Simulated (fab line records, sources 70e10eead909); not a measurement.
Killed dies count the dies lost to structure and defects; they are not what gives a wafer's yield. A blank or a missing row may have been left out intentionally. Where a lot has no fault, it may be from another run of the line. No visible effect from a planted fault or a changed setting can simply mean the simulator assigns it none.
8D (eight disciplines) problem report, filled in by code	flow nand_harc	the parts of the form that need people (team, actions taken, sign-off) are left out

== 1. WHAT WENT WRONG ==
Mean of killed_at_array at NHARC_END_SORT_01: 670 across 4 wafers in 3 lots; on wafers with no fault it is 27 (standard deviation 11). That puts it +58 standard deviations away from the usual mean.
First observed at day 22 04:35: wafer L168.4, on prober-01. The record has a number at this step for 7 wafers belonging to 3 lots. By rule, "out" or "out of limits" means more than 4 standard deviations away from the usual mean. The rest of the wafers with a number are treated as sound.

== 2. WHAT IT IS; WHAT IT IS NOT ==
question	is	is not
which readings at this step	killed_at_array, killed_dies	killed_at_other, killed_open, killed_short
which lots	L168, L170, L172	-
which wafers of those lots	L168.4, L170.3, L170.4, L172.3	L168.2, L168.5, L172.2
read on which gauges	prober-01	-
when	from day 22 04:35	up to then (1 sound wafer); but 2 sound wafers of L168, L172 came after

== 3. SUSPECTS, AND WHAT RULES EACH OUT ==
Counting: a tool at a process step up to the reading stays a suspect if it ran every lot that is out. Sound lots after the first of them don't rule it out here, since some wafers of a struck lot are sound.
- the gauge at NHARC_END_SORT_01: kept. All the wafers that are out were read on prober-01, and no step on other tools shows them out.
- ald_metal-01 at NHARC_A_WL_FILL_ALD_02 (deposits TiN, target thk 2 nm, pulse time 3 s, ald cycles 100): kept. It ran every lot that is out, first L168 (day 18 00:48).
Left after counting: ald_metal-01 at NHARC_A_WL_FILL_ALD_02, prober-01 at NHARC_END_SORT_01.

== 4. THE CAUSE (what the simulator had put in) ==
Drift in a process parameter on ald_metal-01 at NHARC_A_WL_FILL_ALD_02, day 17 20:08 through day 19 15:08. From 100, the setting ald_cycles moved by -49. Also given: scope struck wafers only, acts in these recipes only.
Of the 2 suspects that counting leaves, this tool is one.

== 5. SEQUENCE OF EFFECTS, ordered by route ==
One row per reading whose mean, taken over the struck wafers that have a number, lies over 3 standard deviations from the usual. Scope: only readings with a usual standard deviation given in the record; hours: median across lots of the time from each lot's start at the first step in this table that gives one to its start at this step; sigmas: change in usual standard deviations.
hours	step	reading	usual	on struck wafers	change	sigmas
0	NHARC_END_SORT_01	killed_at_array	27	670	+643	+58
0	NHARC_END_SORT_01	killed_dies	31	677	+646	+54

== 6. HOW IT WOULD HAVE BEEN CAUGHT EARLIER ==
104 hours passed between the start of the fault at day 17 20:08 and the first reading out of limits at a measuring or inspecting step in this record, taken at day 22 04:35.
No tool reading at NHARC_A_WL_FILL_ALD_02 that has a usual standard deviation in the record was out on any struck wafer, so an alarm limit of 4 standard deviations on those readings would not have fired.
All the lots that are out (3) had begun NHARC_A_WL_FILL_ALD_02 on ald_metal-01 by day 22 04:35. A hold on the tool at that time would have spared none of them.
